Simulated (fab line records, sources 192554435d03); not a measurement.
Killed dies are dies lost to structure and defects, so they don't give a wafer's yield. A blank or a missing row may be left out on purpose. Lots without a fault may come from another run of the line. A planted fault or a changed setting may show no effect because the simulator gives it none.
fab line records | flow n5_finfet
record lots=7 wafers=21
route steps=1938 shown FIN_SAQP@109 FIN_CUT@169 STI_FIN_REVEAL@190 SD_EPI_N@268 GATE_CUT@510 MOL_CONTACT_COAG@586
start_h: hours from the record's first day to the start of the lot's first wafer shown | wait_h: hours since the lot's step before | " the same as in the row above | L1.1+2: a row that stands for several wafers | - no value, or no start given | * or withheld: withheld | < > ~ a bound
route shown NAME@n: a module of which the file shows steps, and the number in the route of the first | usual: mean/standard deviation of fault-free wafers | same: alike in all rows | chamber/n: place in a boat | sites: the reading at each site | _std_site: their standard deviation | _edge_site: outer sites' mean less inner sites' | radius_mm: how far each site lies from the wafer's centre | mask NAME#n: copy n | behind: the tool/chamber that last shaped the wafer | hold: why the lot was held/for how many hours/how that ended | device: the transistor (n, p or np) that didn't switch | end of line: the same wafers' tests at the end of the route | a step without rows: its recipe alone | killed: dies lost to structure and defects at the first sort, not the wafer's yield | map: a wafer's dies, x killed, . not, _ none there
set.NAME: the setting as run; set.NAME@STEP: as run at that earlier step | model.NAME: the simulator's own value behind a step, which no gauge read
lots whose settings were changed on purpose; a table a step, a row a wafer
## steps
# step N5_FIN_SAQP_PEB_14
# recipe peb_temp_c=withheld peb_time_s=60 resist=CAR-ArF
# columns lot.wafer tool chamber start_h wait_h set.peb_time_s
L074.3 litho_track-02 0 21.97 0.0 60
L074.5+6 " 0 " " 50.32
L079.1+2+4 litho_track-04 0 52.34 0.1 60
L081.2+6 litho_track-04 0 64.09 0.0 50.28
L081.4 " 0 " " 60
L082.2+3 litho_track-04 0 69.16 0.0 60
L082.6 " 0 " " 50.43
L084.2+4+5 litho_track-03 0 82.52 0.0 60
L086.2+4 litho_track-02 0 94.10 0.0 60
L086.6 " 0 " " 53.79
L096.1+4 litho_track-03 0 154.43 0.1 55
L096.5 " 0 " " 60
# step N5_FIN_SAQP_DEVELOP_15
# recipe develop_time_s=30 developer=TMAH resist=CAR-ArF dev_temp_c=23 rinse_liquid=diw dry=air_spin
# step N5_FIN_SAQP_CD_MEAS_16
# recipe target_cd_nm=35.6 landing_energy_ev=500 detector=se_inlens
# usual cd_nm=35.8/0.31
# columns lot.wafer tool chamber start_h wait_h set.peb_time_s@FIN_SAQP_PEB_14 cd_nm
L074.3 cd_sem-03 0 22.04 - 60 35.4
L074.5 " 0 " " 50.32 38.8
L074.6 " 0 " " 50.32 38.5
L079.1 cd_sem-01 0 52.41 - 60 35.4
L079.2 " 0 " " 60 36.2
L079.4 " 0 " " 60 35.7
L081.2 cd_sem-03 0 64.16 - 50.28 38.6
L081.4 " 0 " " 60 36.1
L081.6 " 0 " " 50.28 38.9
L082.2 cd_sem-01 0 69.23 - 60 35.7
L082.3 " 0 " " 60 35.5
L082.6 " 0 " " 50.43 38.3
L084.2 cd_sem-02 0 82.59 - 60 36.0
L084.4 " 0 " " 60 35.7
L084.5 " 0 " " 60 35.2
L086.2 cd_sem-01 0 94.17 - 60 35.3
L086.4 " 0 " " 60 35.9
L086.6 " 0 " " 53.79 37.7
L096.1 cd_sem-01 0 154.50 - 55 37.0
L096.4 " 0 " " 55 37.0
L096.5 " 0 " " 60 35.5
# step N5_FIN_CUT_ETCH_21
# recipe chemistry=N2/H2 target=SOC target_depth_a=2190 overetch_a=438 mask_material=SiARC temp_c=40 ion_energy_ev=100 bias_w=61 time_s=523.5 pressure_mtorr=30 source_w=850 n2_flow_sccm=200 h2_flow_sccm=200
# columns lot.wafer tool chamber start_h wait_h set.time_s model.SiARC_of_FIN_CUT_COAT_19.thk_nm
L074.3 rie_diel-05 2 27.16 0.0 523.5 11.8
L074.5+6 " 3,2 " " 523.5 12
L079.1+2 rie_diel-02 2,3 57.98 0.0 523.5 12
L079.4 " 1 " " 523.5 11.8
L081.2+6 rie_diel-02 0 69.41 0.0 523.5 11.6
L081.4 " 3 " " 523.5 11.8
L082.2+6 rie_diel-02 1,0 74.83 0.0 523.5 12
L082.3 " 2 " " 523.5 12.2
L084.2 rie_diel-03 0 90.40 0.0 523.5 11.8
L084.4 " 1 " " 630.8 10.4
L084.5 " 2 " " 523.5 12.4
L086.2+4 rie_diel-03 3,0 101.16 0.0 523.5 11.6
L086.6 " 1 " " 523.5 11.8
L096.1 rie_diel-02 0 159.36 0.0 421 13.6
L096.4+5 " 3,0 " " 523.5 12
# step N5_STI_FIN_REVEAL_ETCHBACK_08
# recipe chemistry=C4F6/O2 target=SiO2 target_depth_a=305 time_s=10.167 ion_energy_ev=250 pressure_mtorr=30 source_w=345 bias_w=185 Ar_flow_sccm=300 C4F6_flow_sccm=10 O2_flow_sccm=10
# columns lot.wafer tool chamber start_h wait_h set.time_s
L074.3+5+6 rie_diel-06 2,2,3 33.80 0.1 10.167
L079.1+2+4 rie_diel-06 0,3,2 64.48 0.2 10.167
L081.2+4+6 rie_diel-06 2,0,1 76.62 0.2 10.167
L082.2+3 rie_diel-06 1,3 81.57 0.2 11.46
L082.6 " 1 " " 10.167
L084.2+4 rie_diel-06 3,0 97.16 0.4 9.43
L084.5 " 2 " " 10.167
L086.2+6 rie_diel-06 0,3 107.77 0.2 10.167
L086.4 " 3 " " 12.3
L096.1+5 rie_diel-06 2,3 166.17 0.2 8.91
L096.4 " 2 " " 10.167
# step N5_STI_FIN_REVEAL_OXIDATION_31
# recipe chemistry=O2_PLASMA_REMOTE temp_c=150 time_s=20 pressure_mtorr=1000 source_power_w=2000 o2_flow_sccm=3000
# columns lot.wafer tool chamber start_h wait_h set.time_s
L074.3+6 plasma_asher-02 1,0 36.30 0.1 17.84
L074.5 " 1 " " 20
L079.1+2+4 plasma_asher-02 0,1,1 66.88 0.0 20
L081.2 plasma_asher-02 1 79.03 0.0 20
L081.4+6 " 1,0 " " 21.41
L082.2 plasma_asher-01 1 83.98 0.0 21.4
L082.3+6 " 1 " " 20
L084.2+4+5 plasma_asher-01 0,1,0 99.58 0.0 18.05
L086.2+4 plasma_asher-01 0,1 110.17 0.0 21.27
L086.6 " 0 " " 20
L096.1+4 plasma_asher-02 0,1 168.60 0.0 20
L096.5 " 0 " " 17.52
# step N5_STI_FIN_REVEAL_PRECLEAN_32
# recipe chemistry=NF3:NH3 afs_cycles=1 temp_c=30 time_s=20 sublimation_temp_c=180 sublimation_time_s=60 pressure_torr=3 rf_power_w=30
# step N5_STI_FIN_REVEAL_STRIP_35
# recipe chemistry=H3PO4 material=Si3N4 temp_c=165 target_depth_a=40 time_s=39
# step N5_STI_FIN_REVEAL_SRD_23
# recipe dry=ipa_marangoni time_s=30 temp_c=23 rinse_liquid=diw
# step N5_STI_FIN_REVEAL_FIN_H_MEAS_10
# usual trench_depth_nm=51.8/0.7
# columns lot.wafer tool chamber start_h wait_h set.time_s@STI_FIN_REVEAL_ETCHBACK_08 trench_depth_nm
L074.3 ocd-01 - 36.89 0.0 10.167 51.9
L074.5 " - " " 10.167 51.6
L074.6 " - " " 10.167 51.3
L079.1 ocd-01 - 67.43 0.0 10.167 50.8
L079.2 " - " " 10.167 50.8
L079.4 " - " " 10.167 51.8
L081.2 ocd-01 - 79.57 0.0 10.167 52.0
L081.4 " - " " 10.167 52.1
L081.6 " - " " 10.167 52.5
L082.2 ocd-02 - 84.52 0.0 11.46 56.1
L082.3 " - " " 11.46 55.5
L082.6 " - " " 10.167 52.3
L084.2 ocd-02 - 100.14 0.0 9.43 50.7
L084.4 " - " " 9.43 49.2
L084.5 " - " " 10.167 52.3
L086.2 ocd-01 - 110.72 0.0 10.167 51.2
L086.4 " - " " 12.3 58.3
L086.6 " - " " 10.167 51.4
L096.1 ocd-02 - 169.15 0.0 8.91 48.4
L096.4 " - " " 10.167 52.0
L096.5 " - " " 8.91 48.2
# step N5_SD_EPI_N_PEB_07
# recipe peb_temp_c=110 peb_time_s=60 resist=CAR-ArF-block
# columns lot.wafer tool chamber start_h wait_h set.peb_time_s
L074.3+5+6 litho_track-05 0 49.11 0.0 60
L079.1+2+4 litho_track-05 0 78.21 0.1 60
L081.2+6 litho_track-05 0 90.57 0.0 60
L081.4 " 0 " " 55.91
L082.2+3+6 litho_track-05 0 98.46 0.0 60
L084.2+5 litho_track-03 0 113.30 0.0 60
L084.4 " 0 " " 71.1
L086.2+6 litho_track-05 0 126.55 0.0 60
L086.4 " 0 " " 71.67
L096.1+4+5 litho_track-02 0 180.70 0.1 60
# step N5_SD_EPI_N_DEVELOP_08
# recipe develop_time_s=30 developer=TMAH resist=CAR-ArF-block dev_temp_c=23 rinse_liquid=diw dry=air_spin
# step N5_SD_EPI_N_CD_MEAS_09
# recipe target_cd_nm=120 landing_energy_ev=500 detector=se_inlens
# usual cd_nm=120.2/0.57
# columns lot.wafer tool chamber start_h wait_h set.peb_time_s@SD_EPI_N_PEB_07 cd_nm
L074.3 cd_sem-02 0 49.18 - 60 121.1
L074.5 " 0 " " 60 120.4
L074.6 " 0 " " 60 120.2
L079.1 cd_sem-02 0 78.27 - 60 119.7
L079.2 " 0 " " 60 120.0
L079.4 " 0 " " 60 119.3
L081.2 cd_sem-02 0 90.64 - 60 119.5
L081.4 " 0 " " 55.91 117.4
L081.6 " 0 " " 60 120.8
L082.2 cd_sem-03 0 98.53 - 60 121.3
L082.3 " 0 " " 60 120.7
L082.6 " 0 " " 60 120.0
L084.2 cd_sem-01 0 113.37 - 60 120.5
L084.4 " 0 " " 71.1 126.6
L084.5 " 0 " " 60 120.4
L086.2 cd_sem-03 0 126.62 - 60 120.3
L086.4 " 0 " " 71.67 126.4
L086.6 " 0 " " 60 120.7
L096.1 cd_sem-01 0 180.77 - 60 120.9
L096.4 " 0 " " 60 120.4
L096.5 " 0 " " 60 119.4
# step N5_SD_EPI_N_DESCUM_14
# recipe chemistry=O2 time_s=7.9 source_power_w=50 bias_power_w=20 pressure_mtorr=20 rf_frequency_hz=2.712e+07 temp_c=40 resist=CAR-ArF-block o2_flow_sccm=225
# columns lot.wafer tool chamber start_h wait_h set.peb_time_s@SD_EPI_N_PEB_07 model.SD_EPI_N.cd_nm
L074.3 rie_diel-04 1 49.49 0.0 60 121.2
L074.5 " 2 " " 60 120.6
L074.6 " 1 " " 60 120.4
L079.1+2 rie_diel-06 0,2 78.44 0.1 60 119.8
L079.4 " 1 " " 60 119
L081.2 rie_diel-01 3 90.73 0.0 60 119.8
L081.4 " 2 " " 55.91 117.4
L081.6 " 3 " " 60 120.8
L082.2 rie_diel-04 3 98.73 0.1 60 121.6
L082.3 " 1 " " 60 120.6
L082.6 " 1 " " 60 120.2
L084.2 rie_diel-04 2 113.46 0.0 60 120.6
L084.4 " 2 " " 71.1 126.8
L084.5 " 3 " " 60 120.2
L086.2 rie_diel-04 2 126.72 0.0 60 120.2
L086.4 " 0 " " 71.67 126.4
L086.6 " 2 " " 60 121.2
L096.1+4 rie_diel-06 2,0 180.96 0.1 60 120.2
L096.5 " 2 " " 60 119.4
# step N5_SD_EPI_N_ETCH_34
# recipe chemistry=CF4 target=SiARC target_depth_a=455 mask_material=CAR-ArF-block time_s=75.8 ion_energy_ev=80 pressure_mtorr=40 source_w=545 bias_w=36 Ar_flow_sccm=100 cf4_flow_sccm=100 ends=cleared
# columns lot.wafer tool chamber start_h wait_h set.peb_time_s@SD_EPI_N_PEB_07 model.SD_EPI_N.cd_nm
L074.3 rie_diel-04 1 49.53 0.0 60 121.2
L074.5 " 2 " " 60 120.6
L074.6 " 1 " " 60 120
L079.1+2 rie_diel-06 0,2 78.47 0.0 60 119.6
L079.4 " 1 " " 60 119
L081.2 rie_diel-01 3 90.76 0.0 60 120
L081.4 " 2 " " 55.91 117.4
L081.6 " 3 " " 60 120.8
L082.2 rie_diel-04 3 98.76 0.0 60 121.4
L082.3 " 1 " " 60 120.6
L082.6 " 1 " " 60 120.2
L084.2 rie_diel-04 2 113.49 0.0 60 120.4
L084.4 " 2 " " 71.1 126.6
L084.5 " 3 " " 60 120.2
L086.2 rie_diel-04 2 126.75 0.0 60 120.2
L086.4 " 0 " " 71.67 126.8
L086.6 " 2 " " 60 121
L096.1 rie_diel-06 2 181.00 0.0 60 120.4
L096.4 " 0 " " 60 120.2
L096.5 " 2 " " 60 119.4
# step N5_SD_EPI_N_ETCH_35
# recipe chemistry=N2/H2 target=SOC overetch_a=1080 mask_material=SiARC temp_c=40 ion_energy_ev=100 source_w=3000 bias_w=133 pressure_mtorr=20 time_s=486 n2_flow_sccm=200 h2_flow_sccm=200
# columns lot.wafer tool chamber start_h wait_h set.peb_time_s@SD_EPI_N_PEB_07 model.SD_EPI_N.cd_nm
L074.3 rie_diel-04 1 49.59 0.0 60 122
L074.5 " 2 " " 60 121
L074.6 " 1 " " 60 120.6
L079.1 rie_diel-06 0 78.53 0.0 60 119.2
L079.2 " 2 " " 60 122.8
L079.4 " 1 " " 60 119.8
L081.2 rie_diel-01 3 90.82 0.0 60 120.8
L081.4 " 2 " " 55.91 118.6
L081.6 " 3 " " 60 121.6
L082.2 rie_diel-04 3 98.82 0.0 60 120
L082.3 " 1 " " 60 120.4
L082.6 " 1 " " 60 121
L084.2 rie_diel-04 2 113.55 0.0 60 120
L084.4 " 2 " " 71.1 127.2
L084.5 " 3 " " 60 119.8
L086.2 rie_diel-04 2 126.81 0.0 60 119.4
L086.4 " 0 " " 71.67 126.6
L086.6 " 2 " " 60 120.2
L096.1 rie_diel-06 2 181.05 0.0 60 122
L096.4 " 0 " " 60 121.8
L096.5 " 2 " " 60 121.2
# step N5_SD_EPI_N_STRIP_36
# recipe chemistry=N2/H2 temp_c=40 n2_flow_sccm=200 h2_flow_sccm=200 rf_frequency_hz=6e+07
# step N5_SD_EPI_N_ETCHBACK_44
# recipe chemistry=CH3F/O2 mode=anisotropic_etchback target=SiNx target_depth_a=145 stop_on=SiO2 over_etch_frac=0.3 ion_energy_ev=120 pressure_mtorr=30 source_w=395 bias_w=73 Ar_flow_sccm=150 CH3F_flow_sccm=30 O2_flow_sccm=20
# columns lot.wafer tool chamber start_h wait_h set.peb_time_s@SD_EPI_N_PEB_07 model.SD_EPI_N.cd_nm
L074.3 rie_diel-04 1 49.91 0.0 60 122
L074.5 " 2 " " 60 121
L074.6 " 1 " " 60 120.6
L079.1 rie_diel-06 0 78.85 0.0 60 119.2
L079.2 " 2 " " 60 123
L079.4 " 1 " " 60 119.8
L081.2 rie_diel-01 3 91.14 0.0 60 121
L081.4 " 2 " " 55.91 118.6
L081.6 " 3 " " 60 121.8
L082.2 rie_diel-04 3 99.14 0.0 60 119.8
L082.3 " 1 " " 60 120.4
L082.6 " 1 " " 60 121
L084.2 rie_diel-04 2 113.87 0.0 60 120
L084.4 " 2 " " 71.1 127.2
L084.5 " 3 " " 60 119.6
L086.2 rie_diel-04 2 127.13 0.0 60 119.4
L086.4 " 0 " " 71.67 126.6
L086.6 " 2 " " 60 120.2
L096.1 rie_diel-06 2 181.38 0.0 60 122
L096.4 " 0 " " 60 121.8
L096.5 " 2 " " 60 121.2
# step N5_GATE_CUT_ALD_22
# recipe material=SiNx target_thk_a=160 temp_c=400 ald_precursor_family=SiH2I2 ald_co_reactant=N2/H2-plasma pulse_time_s=1 ald_cycles=320 purge_time_s=2 co_reactant_purge_time_s=2 pressure_torr=2
# columns lot.wafer tool chamber start_h wait_h set.ald_cycles model.SiNx_of_GATE_CUT_ALD_22.thk_nm
L074.3 ald_sin-04 2 83.75 0.1 285 14.4
L074.5+6 " 2,1 " " 320 16
L079.1 ald_sin-02 2 114.32 0.0 320 16.2
L079.2+4 " 3,1 " " 320 16
L081.2+6 ald_sin-04 2,1 128.92 0.0 320 16
L081.4 " 0 " " 320 16.2
L082.2 ald_sin-04 0 135.88 0.0 360 18.2
L082.3 " 3 " " 320 16
L082.6 " 3 " " 360 18
L084.2 ald_sin-02 0 149.14 0.0 320 15.8
L084.4 " 1 " " 299 14.8
L084.5 " 3 " " 320 16
L086.2+4 ald_sin-01 0,2 161.59 0.0 320 16
L086.6 " 3 " " 335 16.8
L096.1 ald_sin-04 0 216.88 0.0 284 14.2
L096.4+5 " 2 " " 320 16
# step N5_MOL_CONTACT_COAG_VIA_ETCH_46
# recipe chemistry=C4F6/O2 target_depth_a=460 overetch_a=92 mask_material=SOC target=SiO2 bias_w=455 pressure_mtorr=10 time_s=40 source_w=325 Ar_flow_sccm=300 C4F6_flow_sccm=10 O2_flow_sccm=10 ion_energy_ev=575.3 ends=end_point
# usual rf_vpp_V=1586/36
# columns lot.wafer tool chamber start_h wait_h set.bias_w rf_vpp_V
L074.3 rie_diel-01 2 98.70 0.0 502.5 1682
L074.5 " 1 " " 502.5 1712
L074.6 " 2 " " 455 1559
L079.1 rie_diel-06 3 130.00 0.0 455 1580
L079.2 " 1 " " 455 1605
L079.4 " 2 " " 455 1527
L081.2 rie_diel-06 0 141.24 0.0 516.2 1784
L081.4 " 1 " " 455 1604
L081.6 " 2 " " 516.2 1678
L082.2 rie_diel-06 1 151.03 0.0 455 1604
L082.3 " 3 " " 455 1580
L082.6 " 3 " " 455 1579
L084.2 rie_diel-06 2 166.51 0.0 381.5 1337
L084.4 " 2 " " 381.5 1336
L084.5 " 1 " " 455 1602
L086.2 rie_diel-06 2 175.64 0.0 475.5 1579
L086.4 " 3 " " 455 1577
L086.6 " 1 " " 455 1604
L096.1 rie_diel-06 0 230.33 0.0 455 1625
L096.4 " 0 " " 488 1712
L096.5 " 3 " " 455 1576
# step N5_MOL_CONTACT_COAG_COAT_64
# recipe resist=underlayer temp_c=205 time_s=60 spin_rpm=1500 resist_thk_nm=10
# columns lot.wafer tool chamber start_h wait_h set.spin_rpm model.underlayer_of_MOL_CONTACT_COAG_COAT_64.thk_nm
L074.3+5+6 litho_track-03 0 - - 1500 10
L079.1+2+4 litho_track-03 0 - - 1500 10
L081.2+4 litho_track-03 0 - - 1637 9.6
L081.6 " 0 " " 1500 10
L082.2 litho_track-02 0 - - 1594 9.8
L082.3+6 " 0 " " 1500 10
L084.2+4+5 litho_track-03 0 - - 1500 10
L086.2 litho_track-02 0 - - 1546 9.8
L086.4+6 " 0 " " 1500 10
L096.1+5 litho_track-05 0 - - 1619 9.6
L096.4 " 0 " " 1500 10
# step N5_MOL_CONTACT_COAG_COAT_34
# recipe resist=CAR-EUV spin_rpm=1500 resist_thk_nm=40
# step N5_MOL_CONTACT_COAG_EBR_36
# recipe solvent=PGMEA ebr_width_mm=1.5
# step N5_MOL_CONTACT_COAG_DESCUM_45
# recipe chemistry=O2 time_s=7 source_power_w=50 bias_power_w=20 pressure_mtorr=20 rf_frequency_hz=2.712e+07 temp_c=40 resist=CAR-EUV o2_flow_sccm=225
# step N5_MOL_CONTACT_COAG_ETCH_65
# recipe chemistry=N2/H2 target=underlayer target_depth_a=130 mask_material=CAR-EUV time_s=10.4 ion_energy_ev=200 pressure_mtorr=30 source_w=840 bias_w=150 n2_flow_sccm=200 h2_flow_sccm=200 ends=cleared
# columns lot.wafer tool chamber start_h wait_h set.spin_rpm@MOL_CONTACT_COAG_COAT_64 model.etch.depth_nm
L074.3 rie_diel-01 1 99.53 0.0 1500 9.998
L074.5 " 3 " " 1500 9.979
L074.6 " 2 " " 1500 9.965
L079.1 rie_diel-04 2 130.83 0.0 1500 10.02
L079.2 " 0 " " 1500 10.07
L079.4 " 0 " " 1500 10.06
L081.2 rie_diel-06 1 142.18 0.0 1637 9.608
L081.4 " 2 " " 1637 9.587
L081.6 " 3 " " 1500 10.02
L082.2 rie_diel-06 3 152.13 0.0 1594 9.725
L082.3 " 1 " " 1500 10.05
L082.6 " 3 " " 1500 10.06
L084.2 rie_diel-01 2 167.45 0.0 1500 10.03
L084.4 " 2 " " 1500 10.05
L084.5 " 1 " " 1500 10.04
L086.2 rie_diel-06 1 176.45 0.0 1546 9.847
L086.4 " 3 " " 1500 10.03
L086.6 " 1 " " 1500 10.01
L096.1 rie_diel-04 2 231.14 0.0 1619 9.627
L096.4 " 3 " " 1500 9.982
L096.5 " 2 " " 1619 9.597
## key
split step=N5_FIN_SAQP_PEB_14 setting=peb_time_s stated=60 by=wafer
response step=N5_FIN_SAQP_CD_MEAS_16 reading=cd_nm change=-0.179 per=1% r=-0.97
split step=N5_FIN_CUT_ETCH_21 setting=time_s stated=523.5 by=wafer
response step=N5_FIN_CUT_ETCH_21 reading=model.SiARC_of_FIN_CUT_COAT_19.thk_nm change=-0.0824 per=1% r=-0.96
split step=N5_STI_FIN_REVEAL_ETCHBACK_08 setting=time_s stated=10.167 by=wafer
response step=N5_STI_FIN_REVEAL_FIN_H_MEAS_10 reading=trench_depth_nm change=+0.314 per=1% r=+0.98
split step=N5_STI_FIN_REVEAL_OXIDATION_31 setting=time_s stated=20 by=wafer
response none clear
split step=N5_SD_EPI_N_PEB_07 setting=peb_time_s stated=60 by=wafer
response step=N5_SD_EPI_N_CD_MEAS_09 reading=cd_nm change=+0.321 per=1% r=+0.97
response step=N5_SD_EPI_N_DESCUM_14 reading=model.SD_EPI_N.cd_nm change=+0.325 per=1% r=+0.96
response step=N5_SD_EPI_N_ETCH_34 reading=model.SD_EPI_N.cd_nm change=+0.336 per=1% r=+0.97
response step=N5_SD_EPI_N_ETCH_35 reading=model.SD_EPI_N.cd_nm change=+0.372 per=1% r=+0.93
response step=N5_SD_EPI_N_ETCHBACK_44 reading=model.SD_EPI_N.cd_nm change=+0.376 per=1% r=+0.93
split step=N5_GATE_CUT_ALD_22 setting=ald_cycles stated=320 by=wafer
response step=N5_GATE_CUT_ALD_22 reading=model.SiNx_of_GATE_CUT_ALD_22.thk_nm change=+0.16 per=1% r=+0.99
split step=N5_MOL_CONTACT_COAG_VIA_ETCH_46 setting=bias_w stated=455 by=wafer
response step=N5_MOL_CONTACT_COAG_VIA_ETCH_46 reading=rf_vpp_V change=+13.2 per=1% r=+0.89
split step=N5_MOL_CONTACT_COAG_COAT_64 setting=spin_rpm stated=1500 by=wafer
response step=N5_MOL_CONTACT_COAG_COAT_64 reading=model.underlayer_of_MOL_CONTACT_COAG_COAT_64.thk_nm change=-0.0446 per=1% r=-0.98
response step=N5_MOL_CONTACT_COAG_ETCH_65 reading=model.etch.depth_nm change=-0.0482 per=1% r=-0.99
